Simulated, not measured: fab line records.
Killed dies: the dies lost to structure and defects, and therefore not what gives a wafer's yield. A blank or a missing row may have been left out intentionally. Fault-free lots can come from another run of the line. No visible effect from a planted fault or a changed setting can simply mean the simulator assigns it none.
fab line records | flow nand_harc
[record] lots = 6 | wafers = 18 | last_day = 33
route steps=1302 shown A_CHANNEL_HOLE_D2@601 A_CHANNEL_FILL_D2@610
lots that met no fault: taken from a fault-free run of the same line
start_h: hours from the record's first day to the start of the lot's first wafer shown | wait_h: time in hours since the lot's previous step | " as in the row above | L1.1+2: a single row standing in for several wafers | - either no value or no given start | * or withheld: withheld | < > ~ a bound
route shown NAME@n: names a module that has steps shown in the file, with the first one's number in the route | usual: mean/standard deviation taken from wafers without a fault | same: alike in all rows | chamber/n: place in a boat | sites: per-site readings | _std_site: their standard deviation | _edge_site: outer sites' mean less inner sites' | radius_mm: for every site, how far away it sits from the centre of the wafer | mask NAME#n: copy n | behind: the most recent tool/chamber to have shaped the wafer | hold: cause of the lot's hold/its duration in hours/its outcome | device: the transistor (n, p or np) that didn't switch | end of line: the route-end tests of the same wafers | a step given without rows: its recipe and nothing more | killed: the dies lost at the first sort to structure and to defects; this is not the yield of the wafer | map: the dies of a wafer, with x for killed, . for not killed, _ for no die there
set.NAME: setting as actually run; set.NAME@STEP: the setting as run at that earlier step | model.NAME: the simulator's own value behind a step, which no gauge read
lots at selected steps of the route; one table per step, one row per wafer
services: the hour from which a tool's chamber was out of use, counted from the record's first day as start_h (under 0 if before that day), plus the number of hours and why
[[steps]]
[step NHARC_A_CHANNEL_HOLE_D2_STRIP_42]
[recipe] cf4_flow_sccm = 100 | chf3_flow_sccm = 30 | ar_flow_sccm = 0 | bias_w = 0 | chemistry = CF4/CHF3
[step NHARC_A_CHANNEL_HOLE_D2_STRIP_43]
[recipe] o2_flow_sccm = 400 | cos_flow_sccm = 20 | ar_flow_sccm = 0 | bias_w = 0 | chemistry = O2/COS
[step NHARC_A_CHANNEL_HOLE_D2_ETCH_44]
[recipe] target_depth_a = 1400 | overetch_a = 140 | time_s = 77 | ion_energy_ev = 100 | cf4_flow_sccm = 80 | o2_flow_sccm = 20 | ar_flow_sccm = 0 | rf_w = 300 | bias_w = 100 | chemistry = CF4/O2
[usual] drypump_motor_current_A = 5.88/0.29 | o2_flow_sccm = 20.00/0.061 | oes_product_au = 0.999/0.011 | rf_vpp_V = 197.0/1.4 | showerhead_plenum_p_Torr = 1.29/0.047 | throttle_valve_pct = 13.398/0.0094
lot.wafer | tool        | chamber | start_h | wait_h | drypump_motor_current_A | o2_flow_sccm | oes_product_au | rf_hours_counter_h | rf_vpp_V | showerhead_plenum_p_Torr | throttle_valve_pct
L353.4    | rie_diel-02 | 2       | 307.66  | 0.1    | 6.24                    | 19.92        | 1.008          | 4.3                | 195.6    | 1.27                     | 13.415
L353.2    | "           | 3       | "       | "      | 5.59                    | 19.99        | 1.005          | 4.6                | 197.3    | 1.28                     | 13.393
L353.6    | "           | 2       | "       | "      | 6.21                    | 19.95        | 1.010          | -                  | 197.2    | 1.27                     | 13.395
L357.2    | rie_diel-06 | 1       | 352.46  | 0.0    | 5.70                    | 20.11        | 0.981          | 1.8                | 195.6    | 1.25                     | 13.393
L357.4    | "           | 0       | "       | "      | 5.88                    | 20.04        | 1.014          | 2.5                | 196.3    | 1.26                     | 13.391
L357.6    | "           | 1       | "       | "      | 5.72                    | 20.14        | 0.985          | -                  | 195.0    | 1.25                     | 13.407
L364.4    | rie_diel-02 | 1       | 422.63  | 0.1    | 5.63                    | 19.91        | 1.001          | 1.4                | 196.7    | 1.30                     | 13.404
L364.3    | "           | 0       | "       | "      | 5.75                    | 20.02        | 0.999          | 1.5                | 198.2    | 1.31                     | 13.403
L364.6    | "           | 1       | "       | "      | 5.62                    | 19.90        | 0.990          | -                  | 197.9    | 1.30                     | 13.413
L365.4    | rie_diel-02 | 1       | 427.28  | 0.1    | 5.62                    | 20.01        | 0.985          | 1.7                | 196.7    | 1.30                     | 13.388
L365.3    | "           | 2       | "       | "      | 6.18                    | 20.00        | 1.008          | 1.7                | 195.7    | 1.27                     | 13.411
L365.5    | "           | 1       | "       | "      | 5.62                    | 19.93        | 1.004          | -                  | 197.5    | 1.30                     | 13.408
L372.3    | rie_diel-06 | 1       | 516.09  | 0.1    | 5.71                    | 19.92        | 0.995          | 0.4                | 196.2    | 1.25                     | 13.409
L372.4    | "           | 2       | "       | "      | 5.82                    | 19.93        | 0.976          | 0.4                | 196.8    | 1.26                     | 13.390
L372.1    | "           | 3       | "       | "      | 5.46                    | 19.98        | 0.991          | 0.3                | 196.3    | 1.26                     | 13.398
L375.2    | rie_diel-06 | 3       | 525.31  | 0.1    | 5.44                    | 19.91        | 1.004          | 1.0                | 195.7    | 1.26                     | 13.387
L375.5    | "           | 1       | "       | "      | 5.72                    | 20.05        | 1.001          | -                  | 196.5    | 1.25                     | 13.394
L375.6    | "           | 2       | "       | "      | 5.81                    | 19.98        | 0.979          | -                  | 194.8    | 1.26                     | 13.401
[step NHARC_A_CHANNEL_HOLE_D2_STRIP_28]
[recipe] o2_flow_sccm = 500 | ar_flow_sccm = 0 | bias_w = 0 | chemistry = O2
[usual] drypump_motor_current_A = 5.9/0.3 | o2_flow_sccm = 500.0/1.4 | oes_product_au = 1.002/0.011 | rf_vpp_V = 57.4/0.79 | showerhead_plenum_p_Torr = 3.42/0.12 | throttle_valve_pct = 17.038/0.009
lot.wafer | tool        | chamber | start_h | wait_h | drypump_motor_current_A | o2_flow_sccm | oes_product_au | rf_hours_counter_h | rf_vpp_V | showerhead_plenum_p_Torr | throttle_valve_pct
L353.2    | rie_diel-02 | 1       | -       | -      | 5.6                     | 502.6        | 0.980          | 5.1                | 58.3     | 3.44                     | 17.040
L353.4    | "           | 0       | "       | "      | 5.8                     | 498.7        | 0.999          | 4.9                | 56.5     | 3.47                     | 17.048
L353.6    | "           | 2       | "       | "      | 6.2                     | 499.1        | 1.008          | -                  | 56.6     | 3.37                     | 17.046
L357.2    | rie_diel-06 | 0       | -       | -      | 5.9                     | 500.3        | 1.024          | 2.5                | 58.4     | 3.34                     | 17.030
L357.4    | "           | 3       | "       | "      | 5.5                     | 500.4        | 0.995          | 3.2                | 57.8     | 3.33                     | 17.048
L357.6    | "           | 1       | "       | "      | 5.7                     | 502.0        | 1.006          | -                  | 57.7     | 3.31                     | 17.044
L364.3    | rie_diel-02 | 1       | -       | -      | 5.6                     | 502.3        | 0.989          | 1.4                | 57.5     | 3.44                     | 17.038
L364.4    | "           | 3       | "       | "      | 5.6                     | 501.6        | 0.987          | 1.7                | 56.5     | 3.38                     | 17.037
L364.6    | "           | 1       | "       | "      | 5.6                     | 502.5        | 0.992          | -                  | 56.6     | 3.44                     | 17.042
L365.3    | rie_diel-02 | 2       | -       | -      | 6.3                     | 498.9        | 1.023          | 1.8                | 57.5     | 3.37                     | 17.025
L365.4    | "           | 3       | "       | "      | 5.6                     | 498.7        | 0.989          | 1.9                | 56.8     | 3.38                     | 17.034
L365.5    | "           | 1       | "       | "      | 5.6                     | 502.4        | 0.987          | -                  | 58.7     | 3.44                     | 17.031
L372.3    | rie_diel-06 | 2       | -       | -      | 5.8                     | 500.7        | 0.982          | 0.5                | 57.3     | 3.34                     | 17.046
L372.4    | "           | 3       | "       | "      | 5.5                     | 500.7        | 1.001          | 0.3                | 57.8     | 3.33                     | 17.036
L372.1    | "           | 1       | "       | "      | 5.8                     | 501.4        | 1.007          | 0.5                | 57.1     | 3.30                     | 17.027
L375.2    | rie_diel-06 | 1       | -       | -      | 5.7                     | 502.6        | 1.006          | 1.1                | 57.1     | 3.30                     | 17.030
L375.5    | "           | 2       | "       | "      | 5.9                     | 501.5        | 0.988          | -                  | 55.8     | 3.34                     | 17.045
L375.6    | "           | 3       | "       | "      | 5.5                     | 500.0        | 1.006          | -                  | 56.6     | 3.33                     | 17.040
[step NHARC_A_CHANNEL_HOLE_D2_PRECLEAN_29]
[recipe] time_s = * | temp_c = 50 | bath_age_min = 0 | chemistry = SC1
[step NHARC_A_CHANNEL_HOLE_D2_SRD_30]
[step NHARC_A_CHANNEL_HOLE_D2_CD_MEAS_31]
[usual] cd_nm = 89.9/1.3
lot.wafer | tool      | chamber | start_h | wait_h | cd_nm
L353.2    | cd_sem-03 | -       | 308.45  | -      | 89.6
L353.4    | "         | -       | "       | "      | 90.6
L353.6    | "         | -       | "       | "      | 89.2
L357.2    | cd_sem-01 | -       | 353.26  | -      | 88.1
L357.4    | "         | -       | "       | "      | 88.4
L357.6    | "         | -       | "       | "      | 87.5
L364.3    | cd_sem-03 | -       | 423.45  | -      | 91.1
L364.4    | "         | -       | "       | "      | 90.2
L364.6    | "         | -       | "       | "      | 90.0
L365.3    | cd_sem-02 | -       | 428.07  | -      | 89.3
L365.4    | "         | -       | "       | "      | 87.5
L365.5    | "         | -       | "       | "      | 88.6
L372.1    | cd_sem-01 | -       | 516.88  | -      | 87.0
L372.3    | "         | -       | "       | "      | 87.9
L372.4    | "         | -       | "       | "      | 90.3
L375.2    | cd_sem-02 | -       | 526.09  | -      | 89.0
L375.5    | "         | -       | "       | "      | 89.3
L375.6    | "         | -       | "       | "      | 88.3
[step NHARC_A_CHANNEL_HOLE_D2_XSEM_32]
[recipe] landing_energy_ev = 35000
[usual] bot_cd_nm = 74.4/1.5 | bow_nm = 8.59/0.29 | tilt_deg = 0.07/0.035
lot.wafer | tool    | chamber | start_h | wait_h | bot_cd_nm | bow_nm | tilt_deg
L353.2    | xsem-02 | 0       | 308.55  | 0.1    | 74.8      | 8.91   | 0.09
L353.4    | "       | 0       | "       | "      | 74.7      | 8.91   | 0.09
L353.6    | "       | 0       | "       | "      | 73.6      | 8.91   | 0.09
L357.2    | xsem-02 | 0       | 353.36  | 0.1    | 72.0      | 8.69   | 0.09
L357.4    | "       | 0       | "       | "      | 72.2      | 8.67   | 0.09
L357.6    | "       | 0       | "       | "      | 71.6      | 8.75   | 0.09
L364.3    | xsem-02 | 0       | 423.55  | 0.1    | 76.0      | 8.25   | 0.07
L364.4    | "       | 0       | "       | "      | 74.5      | 8.28   | 0.07
L364.6    | "       | 0       | "       | "      | 74.7      | 8.22   | 0.07
L365.3    | xsem-01 | 0       | 428.16  | 0.1    | 73.0      | 8.35   | 0.05
L365.4    | "       | 0       | "       | "      | 71.4      | 8.54   | 0.05
L365.5    | "       | 0       | "       | "      | 72.2      | 8.50   | 0.05
L372.1    | xsem-01 | 0       | 516.98  | 0.1    | 71.2      | 8.82   | 0.10
L372.3    | "       | 0       | "       | "      | 72.2      | 8.82   | 0.10
L372.4    | "       | 0       | "       | "      | 74.7      | 8.79   | 0.10
L375.2    | xsem-02 | 0       | 526.19  | 0.1    | 74.0      | 8.89   | 0.11
L375.5    | "       | 0       | "       | "      | 73.5      | 8.81   | 0.11
L375.6    | "       | 0       | "       | "      | 73.0      | 8.83   | 0.10
[step NHARC_A_CHANNEL_HOLE_D2_INSPECT_40]
[usual] raw_defect_count = 289/80
lot.wafer | tool              | chamber | start_h | wait_h | raw_defect_count
L353.2    | defect_inspect-01 | -       | 308.64  | -      | 477
L353.4    | "                 | -       | "       | "      | 311
L353.6    | "                 | -       | "       | "      | 253
L357.2    | defect_inspect-02 | -       | 353.45  | -      | 265
L357.4    | "                 | -       | "       | "      | 403
L357.6    | "                 | -       | "       | "      | 452
L364.3    | defect_inspect-01 | -       | 423.64  | -      | 294
L364.4    | "                 | -       | "       | "      | 578
L364.6    | "                 | -       | "       | "      | 485
L365.3    | defect_inspect-01 | -       | 428.25  | -      | 322
L365.4    | "                 | -       | "       | "      | 223
L365.5    | "                 | -       | "       | "      | 245
L372.1    | defect_inspect-01 | -       | 517.08  | -      | 214
L372.3    | "                 | -       | "       | "      | 275
L372.4    | "                 | -       | "       | "      | 284
L375.2    | defect_inspect-02 | -       | 526.28  | -      | 191
L375.5    | "                 | -       | "       | "      | 250
L375.6    | "                 | -       | "       | "      | 213
[step NHARC_A_CHANNEL_FILL_D2_PRECLEAN_00]
[recipe] time_s = * | temp_c = 50 | bath_age_min = 0 | chemistry = SC1
[step NHARC_A_CHANNEL_FILL_D2_SRD_01]
[step NHARC_A_CHANNEL_FILL_D2_ALD_02]
[recipe] target_thk_a = 60 | pulse_time_s = 10 | ald_cycles = 60 | temp_c = 300 | material = SiO2
[usual] heater_power_w = 460/34 | precursor_pulse_height_rel = 1.000/0.019 | susceptor_temp_C = 300.00/0.21
lot.wafer | tool      | chamber | start_h | wait_h | heater_power_w | precursor_pulse_height_rel | susceptor_temp_C
L353.4    | ald_hk-03 | 1       | 309.01  | 0.2    | 455            | 1.006                      | 300.03
L353.2    | "         | 3       | "       | "      | 380            | 1.009                      | 299.95
L353.6    | "         | 1       | "       | "      | 445            | 1.001                      | 299.88
L357.4    | ald_hk-01 | 1       | 354.26  | -      | 446            | 1.010                      | 300.11
L357.2    | "         | 3       | "       | "      | 462            | 0.974                      | 300.00
L357.6    | "         | 1       | "       | "      | 461            | 1.039                      | 299.69
L364.4    | ald_hk-01 | 1       | 423.91  | -      | 454            | 0.953                      | 299.80
L364.3    | "         | 2       | "       | "      | 429            | 1.024                      | 299.66
L364.6    | "         | 1       | "       | "      | 462            | 0.996                      | 299.55
L365.3    | ald_hk-01 | 1       | 428.44  | -      | 454            | 0.955                      | 299.54
L365.4    | "         | 0       | "       | "      | 507            | 0.992                      | 300.21
L365.5    | "         | 2       | "       | "      | 440            | 0.988                      | 300.38
L372.4    | ald_hk-01 | 1       | 517.28  | -      | 455            | 1.039                      | 299.80
L372.1    | "         | 2       | "       | "      | 428            | 1.005                      | 299.84
L372.3    | "         | 3       | "       | "      | 476            | 1.001                      | 300.35
L375.2    | ald_hk-01 | 3       | 526.55  | -      | 475            | 0.998                      | 299.78
L375.6    | "         | 2       | "       | "      | 446            | 0.996                      | 299.61
L375.5    | "         | 3       | "       | "      | 478            | 0.971                      | 300.16
[step NHARC_A_CHANNEL_FILL_D2_ALD_03]
[recipe] target_thk_a = 60 | pulse_time_s = 60 | ald_cycles = 58 | temp_c = 630 | pressure_torr = 2 | material = SiNx
[usual] precursor_pulse_height_rel = 0.998/0.02 | susceptor_temp_C = 630.01/0.29
lot.wafer | tool             | chamber | start_h | wait_h | precursor_pulse_height_rel | susceptor_temp_C
L353.2    | ald_sin_batch-03 | 0       | 312.74  | -      | 0.989                      | 630.16
L353.4    | "                | 0       | "       | "      | 0.971                      | 630.02
L353.6    | "                | 0       | "       | "      | 1.011                      | 630.19
L357.2    | ald_sin_batch-02 | 0       | 357.63  | -      | 0.999                      | 629.40
L357.4    | "                | 0       | "       | "      | 0.949                      | 629.90
L357.6    | "                | 0       | "       | "      | 0.974                      | 629.50
L364.3    | ald_sin_batch-02 | 0       | 427.28  | -      | 1.026                      | 609.65
L364.4    | "                | 0       | "       | "      | 0.992                      | 609.36
L364.6    | "                | 0       | "       | "      | 0.992                      | 609.07
L365.3    | ald_sin_batch-02 | 0       | 431.89  | -      | 0.990                      | 608.93
L365.4    | "                | 0       | "       | "      | 0.972                      | 608.97
L365.5    | "                | 0       | "       | "      | 1.009                      | 609.07
L372.1    | ald_sin_batch-03 | 0       | 520.21  | -      | 0.978                      | -
L372.3    | "                | 0       | "       | "      | 0.989                      | -
L372.4    | "                | 0       | "       | "      | 0.993                      | -
L375.2    | ald_sin_batch-03 | 0       | 529.92  | -      | 0.981                      | 629.50
L375.5    | "                | 0       | "       | "      | 1.052                      | 630.04
L375.6    | "                | 0       | "       | "      | 1.000                      | 630.03
[step NHARC_A_CHANNEL_FILL_D2_ALD_14]
[recipe] target_thk_a = 25 | pulse_time_s = 10 | ald_cycles = 25 | temp_c = 300 | material = SiO2
[usual] heater_power_w = 459/36 | precursor_pulse_height_rel = 1.001/0.018 | susceptor_temp_C = 299.99/0.18
lot.wafer | tool      | chamber | start_h | wait_h | heater_power_w | precursor_pulse_height_rel | susceptor_temp_C
L353.2    | ald_hk-01 | 3       | 316.78  | 0.5    | 465            | 0.985                      | 299.66
L353.4    | "         | 1       | "       | "      | 454            | 0.973                      | 300.10
L353.6    | "         | 3       | "       | "      | 472            | 0.966                      | 299.91
L357.4    | ald_hk-01 | 3       | 361.22  | 0.0    | 466            | 1.015                      | 300.31
L357.2    | "         | 2       | "       | "      | 437            | 0.999                      | 299.61
L357.6    | "         | 0       | "       | "      | 502            | 0.990                      | 299.70
L364.3    | ald_hk-02 | 1       | 430.94  | 0.1    | 443            | 1.030                      | 299.83
L364.4    | "         | 2       | "       | "      | 454            | 0.993                      | 300.06
L364.6    | "         | 0       | "       | "      | 441            | 1.004                      | 299.79
L365.4    | ald_hk-02 | 3       | 438.50  | 3.1    | 488            | 0.982                      | 300.08
L365.3    | "         | 2       | "       | "      | 462            | 1.014                      | 299.96
L365.5    | "         | 0       | "       | "      | 431            | 0.992                      | 299.91
L372.1    | ald_hk-02 | 2       | 523.75  | 0.0    | 470            | 1.021                      | 299.96
L372.4    | "         | 3       | "       | "      | 505            | 1.016                      | 299.96
L372.3    | "         | 0       | "       | "      | 448            | 1.014                      | 299.91
L375.2    | ald_hk-03 | 2       | 533.62  | 0.2    | 396            | 0.966                      | 299.76
L375.6    | "         | 3       | "       | "      | 393            | 1.016                      | 300.04
L375.5    | "         | 0       | "       | "      | 534            | 1.010                      | 299.75
[[services]]
tool             | chamber | start_h | hours | kind
ald_hk-01        | -       | 300.39  | 10.0  | pm
ald_hk-01        | 0       | 300.39  | 10.0  | vent_cycle
ald_hk-01        | 1       | 300.39  | 10.0  | vent_cycle
ald_hk-01        | 2       | 300.39  | 10.0  | vent_cycle
ald_hk-01        | 3       | 300.39  | 10.0  | vent_cycle
rie_diel-02      | -       | 306.39  | 0.4   | repair
rie_diel-06      | -       | 307.20  | 9.0   | pm
ald_hk-01        | 0       | 310.39  | -     | clean
ald_hk-01        | 1       | 310.39  | -     | clean
ald_hk-02        | -       | 348.50  | 10.0  | pm
rie_diel-02      | 1       | 352.07  | 24.1  | repair
xsem-01          | -       | 374.00  | 14.0  | pm
rie_diel-06      | 1       | 374.85  | 14.9  | repair
ald_sin_batch-03 | -       | 379.37  | 7.8   | repair
rie_diel-06      | 3       | 392.61  | 16.5  | repair
rie_diel-02      | -       | 393.70  | 9.0   | pm
ald_hk-01        | -       | 415.84  | 0.4   | repair
rie_diel-02      | 1       | 455.86  | 5.6   | repair
ald_hk-02        | -       | 457.53  | 0.7   | repair
rie_diel-06      | -       | 473.57  | 0.4   | repair
rie_diel-06      | 2       | 475.67  | 1.4   | repair
rie_diel-06      | -       | 484.20  | 9.0   | pm
rie_diel-02      | 3       | 493.72  | 4.7   | repair
rie_diel-02      | 2       | 493.90  | 59.7  | repair
[[key]]
[first_sign] step = NHARC_A_CHANNEL_FILL_D2_ALD_03 | reading = susceptor_temp_C | direction = down | sigmas = 71 | usual = * | struck = *
effect none on later readings
met_at NHARC_A_CHANNEL_FILL_D2_ALD_03
struck_wafers L364.3,L364.4,L364.6,L365.3,L365.4,L365.5
tester_left_out L364,L365
onset_between 357.63 427.28
[fault] kind = process_parameter_drift | tool = ald_sin_batch-02 | chamber = - | onset_h = 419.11 | steps = NHARC_A_CHANNEL_FILL_D1_ALD_03,NHARC_A_CHANNEL_FILL_D1_ALD_15,NHARC_A_CHANNEL_FILL_D2_ALD_03,NHARC_A_CHANNEL_FILL_D2_ALD_15 | channel = temp_c | offset = * | shape = step | end_h = 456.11 | stated = *
// tester_left_out: of these lots the tester's yield and bins aren't shown, on N5 and GAA mostly nor the transistor test; their killed dies are dies lost to structure and defects alone, not to doping, threshold or leakage, so they don't give the yield
